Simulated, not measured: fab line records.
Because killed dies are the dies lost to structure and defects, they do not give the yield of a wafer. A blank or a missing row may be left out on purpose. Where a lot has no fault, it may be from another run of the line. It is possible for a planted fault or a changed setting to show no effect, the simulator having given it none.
Matching of chambers    flow n5Finfet    3 sister chambers for N5_BEOL_M11_ILD_DEP_00 on pecvd-01
The step deposits SiCOH lowk from DEMS/porogen, target thk 308.51 nm, time 58 s. 20 wafers are shown with their chamber, then 10 later ones without.

== WAFERS, EACH WITH ITS CHAMBER ==
wafer   chamber  throttleValvePct (%)  showerheadVppV (V)  heaterPowerW (W)
L074.1  1        12.3                  1287                330
L074.4  2        13.5                  1364                274
L074.6  0        13.8                  1407                314
L075.1  0        13.8                  1429                330
L075.2  2        13.6                  1396                253
L075.6  0        13.7                  1400                336
L078.2  2        13.6                  1378                306
L078.3  1        12.4                  1251                387
L078.6  2        13.5                  1416                313
L081.1  0        13.8                  1393                311
L081.2  1        12.2                  1261                382
L081.6  0        13.7                  1397                322
L089.2  2        13.8                  1367                304
L089.3  0        13.8                  1404                312
L089.5  0        13.9                  1413                319
L076.3  0        13.9                  1393                339
L076.4  2        13.6                  1373                269
L076.6  0        13.8                  1402                266
L088.2  0        14.0                  1426                318
L088.3  2        13.2                  1389                276

SIGNATURES (means of the wafers above)
reading           chamber 0  chamber 1  chamber 2  scatter within a chamber
throttleValvePct  13.820     12.300     13.543     0.131
showerheadVppV    1406.40    1266.33    1383.29    15.7
heaterPowerW      316.70     366.33     285.00     22.7
Rule: distance of a wafer from a chamber = root of the sum over the readings of ((wafer's reading minus chamber's mean) / reading's scatter) squared. If the next closest chamber is less than 2 further off than the closest, the wafer can't be placed; otherwise it belongs to the closest. The scatter: take each reading less its chamber's mean, square it, sum over the shown wafers, divide by the number of wafers less the number of chambers, and take the root.

== WAFERS WHOSE CHAMBER IS MISSING ==
wafer   throttleValvePct (%)  showerheadVppV (V)  heaterPowerW (W)
L088.6  12.4                  1264                359
L095.2  13.8                  1410                315
L095.5  13.7                  1407                331
L095.6  12.6                  1314                304
L094.1  13.9                  1394                289
L094.3  12.4                  1271                332
L094.4  12.6                  1303                349
L093.2  13.8                  1362                307
L093.4  13.8                  1404                333
L093.6  13.6                  1376                320

== WHICH CHAMBER EACH WENT THROUGH ==
wafer   from the rows above      in truth
L088.6  1                        1
L095.2  0                        0
L095.5  can't be placed: 0 or 2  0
L095.6  1                        1
L094.1  can't be placed: 0 or 2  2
L094.3  1                        1
L094.4  1                        1
L093.2  can't be placed: 2 or 0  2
L093.4  0                        0
L093.6  can't be placed: 2 or 0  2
6 of 10 placed correctly. Can't be placed from these rows: 4 (the true chamber is among the candidates in 4). 0 placed wrongly.
